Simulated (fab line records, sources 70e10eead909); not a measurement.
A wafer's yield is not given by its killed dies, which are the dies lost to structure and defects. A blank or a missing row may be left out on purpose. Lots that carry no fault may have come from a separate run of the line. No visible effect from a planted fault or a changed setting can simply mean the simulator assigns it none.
Chamber matching ; flow nandHarc ; rieDiel-07 running NHARC_A_CONTACT_ETCH_92: 4 sister chambers
The step etches the open film in CH3F/O2, target depth 40 nm, time 85.7 s. 16 wafers are shown with their chamber, then 8 later ones without.

WAFERS WITH THEIR CHAMBER
wafer;chamber;showerheadPlenumPTorr (Torr);drypumpMotorCurrentA (A);rfVppV (V)
L074.1;1;2.30;5.85;242.8
L074.2;0;2.59;5.74;245.6
L074.6;0;2.59;5.75;244.8
L077.2;1;2.30;5.90;241.5
L077.3;3;2.66;5.78;245.8
L077.4;0;2.59;5.71;244.7
L079.4;1;2.30;5.89;242.5
L079.5;3;2.66;5.76;247.5
L079.6;0;2.59;5.75;247.1
L085.1;1;2.29;5.90;241.6
L085.2;2;2.37;5.10;243.0
L085.4;3;2.65;5.78;246.8
L089.3;1;2.29;5.92;242.8
L089.4;2;2.36;5.09;243.5
L089.5;3;2.65;5.77;245.0
L092.1;0;2.58;5.73;244.8

SIGNATURES (averages over the wafers above)
reading;chamber 0;chamber 1;chamber 2;chamber 3;scatter within a chamber
showerheadPlenumPTorr;2.5880;2.2960;2.3650;2.6550;0.0054
drypumpMotorCurrentA;5.7360;5.8920;5.0950;5.7725;0.0185
rfVppV;245.400;242.240;243.250;246.275;0.892
Rule: for a wafer and a chamber, the distance is found by dividing, reading by reading, the gap between the wafer's reading and the chamber's mean by the reading's scatter, squaring, summing and taking the root. If the next closest chamber is less than 2 further off than the closest, the wafer can't be placed; otherwise it belongs to the closest. The scatter: the root of (the sum of the squares of (reading less its chamber's mean) over the shown wafers, divided by (wafers less chambers)).

WAFERS MISSING THEIR CHAMBER
wafer;showerheadPlenumPTorr (Torr);drypumpMotorCurrentA (A);rfVppV (V)
L092.3;2.29;5.92;241.4
L092.4;2.65;5.78;246.0
L096.3;2.58;5.75;247.4
L096.4;2.65;5.75;247.0
L096.6;2.65;5.75;246.9
L095.1;2.58;5.75;246.0
L095.2;2.65;5.79;248.3
L095.3;2.36;5.10;242.4

WHICH CHAMBER EACH WENT THROUGH
wafer;from the rows above;in truth
L092.3;1;1
L092.4;3;3
L096.3;0;0
L096.4;3;3
L096.6;3;3
L095.1;0;0
L095.2;3;3
L095.3;2;2
8 of 8 placed correctly. Number that these rows cannot place: 0. Wrongly placed: 0.
